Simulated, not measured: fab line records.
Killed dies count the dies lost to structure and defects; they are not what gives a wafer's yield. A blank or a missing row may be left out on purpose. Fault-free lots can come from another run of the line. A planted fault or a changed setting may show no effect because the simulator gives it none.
Matching of chambers | flow n5-finfet | N5_GATE_CUT_SAC_CAP_01 on ald-sin-04 has 4 sister chambers
The step material SiNx, target thk 24 nm, pulse time 1 s, ald cycles 480. 27 wafers are shown with their chamber, then 12 later ones without.

WAFERS PAIRED WITH THEIR CHAMBERS
wafer  | chamber | heater-power-w (W) | precursor-pulse-height-rel
L074.3 | 0       | 861                | 0.973
L074.4 | 2       | 949                | 0.972
L074.5 | 2       | 976                | 1.047
L076.2 | 0       | 869                | 0.968
L076.3 | 1       | 722                | 0.968
L076.4 | 3       | 884                | 0.991
L077.1 | 3       | 887                | 0.989
L077.3 | 2       | 953                | 1.017
L077.4 | 1       | 729                | 1.001
L081.1 | 1       | 734                | 1.001
L081.3 | 2       | 966                | 1.016
L081.6 | 1       | 738                | 1.005
L082.1 | 3       | 882                | 1.016
L082.2 | 1       | 739                | 1.009
L082.3 | 2       | 1000               | 1.015
L082.4 | 2       | 971                | 1.005
L082.5 | 1       | 737                | 1.000
L082.6 | 3       | 896                | 1.016
L084.1 | 3       | 889                | 0.994
L084.3 | 2       | 960                | 0.968
L084.6 | 1       | 739                | 1.040
L085.3 | 3       | 881                | 0.970
L085.4 | 1       | 757                | 0.967
L085.5 | 2       | 978                | 1.020
L087.1 | 1       | 749                | 1.023
L087.2 | 3       | 864                | 1.015
L087.5 | 1       | 758                | 1.029

SIGNATURES (averages over the wafers above)
reading                    | chamber 0 | chamber 1 | chamber 2 | chamber 3 | scatter within a chamber
heater-power-w             | 865.00    | 740.20    | 969.12    | 883.29    | 12.6
precursor-pulse-height-rel | 0.97050   | 1.00430   | 1.00750   | 0.99871   | 0.0225
Rule: for a wafer and a chamber, the distance is found by dividing, reading by reading, the gap between the wafer's reading and the chamber's mean by the reading's scatter, squaring, summing and taking the root. If the next closest chamber is less than 2 further off than the closest, the wafer can't be placed; otherwise it belongs to the closest. How the scatter is found: for the shown wafers, subtract from each reading the mean of its chamber, square and add these, divide the total by (wafers less chambers), then take the root.

WAFERS MISSING THEIR CHAMBER
wafer  | heater-power-w (W) | precursor-pulse-height-rel
L089.1 | 859                | 1.010
L089.5 | 846                | 0.984
L089.6 | 754                | 1.013
L090.1 | 972                | 1.018
L090.2 | 868                | 0.970
L090.5 | 774                | 1.003
L094.1 | 885                | 1.041
L094.2 | 964                | 1.006
L094.6 | 742                | 1.017
L096.1 | 970                | 1.009
L096.2 | 751                | 1.006
L096.4 | 870                | 1.001

WHICH CHAMBER EACH WENT THROUGH
wafer  | from the rows above     | in truth
L089.1 | can't be placed: 0 or 3 | 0
L089.5 | can't be placed: 0 or 3 | 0
L089.6 | 1                       | 1
L090.1 | 2                       | 2
L090.2 | can't be placed: 0 or 3 | 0
L090.5 | 1                       | 1
L094.1 | can't be placed: 3 or 0 | 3
L094.2 | 2                       | 2
L094.6 | 1                       | 1
L096.1 | 2                       | 2
L096.2 | 1                       | 1
L096.4 | can't be placed: 3 or 0 | 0
Correct placement for 7 of the 12. Unplaceable from these rows: 5, with the true chamber sitting among the candidates in 5. Number placed wrongly: 0.
